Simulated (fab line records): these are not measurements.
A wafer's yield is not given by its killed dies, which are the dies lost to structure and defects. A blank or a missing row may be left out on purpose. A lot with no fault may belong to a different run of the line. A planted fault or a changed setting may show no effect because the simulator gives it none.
Matching of chambers ; flow n5Finfet ; N5_BEOL_M5_PECVD_70 on pecvd-03 has 3 sister chambers
The step deposits SiO2 from TEOS/O2, target thk 16 nm, time 18 s. 3 wafers are shown with their chamber, then 8 later ones without.

== WAFERS WITH THEIR CHAMBER ==
wafer;chamber;throttleValvePct (%)
L114.5;1;23.8
L117.6;2;20.0
L131.2;0;23.8

== WAFERS WHOSE CHAMBER IS MISSING ==
wafer;throttleValvePct (%)
L131.3;20.2
L131.4;24.0
L130.2;23.7
L130.3;20.5
L130.4;23.8
L133.1;23.9
L133.2;20.2
L133.4;23.7

== THE CHAMBER EACH PASSED THROUGH ==
wafer;from the rows above;in truth
L131.3;2;2
L131.4;can't be placed: 0 or 1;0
L130.2;can't be placed: 0 or 1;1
L130.3;2;2
L130.4;can't be placed: 0 or 1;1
L133.1;can't be placed: 0 or 1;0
L133.2;2;2
L133.4;can't be placed: 0 or 1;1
Correctly placed: 3 of 8. Unplaceable from these rows: 5, with the true chamber sitting among the candidates in 5. Wrongly placed: 0.
How it was worked out, from the rows above alone: a wafer's distance from a chamber is the root of the sum, over the readings, of the square of ((its reading less the chamber's mean) divided by the reading's scatter). If the next closest chamber is less than 2 further off than the closest, the wafer can't be placed; otherwise it belongs to the closest. For every chamber, the mean is computed from those of its wafers that are shown. The scatter: with one shown wafer a chamber, the root of the mean of the squares of how far each hidden wafer lies from its nearest shown one.
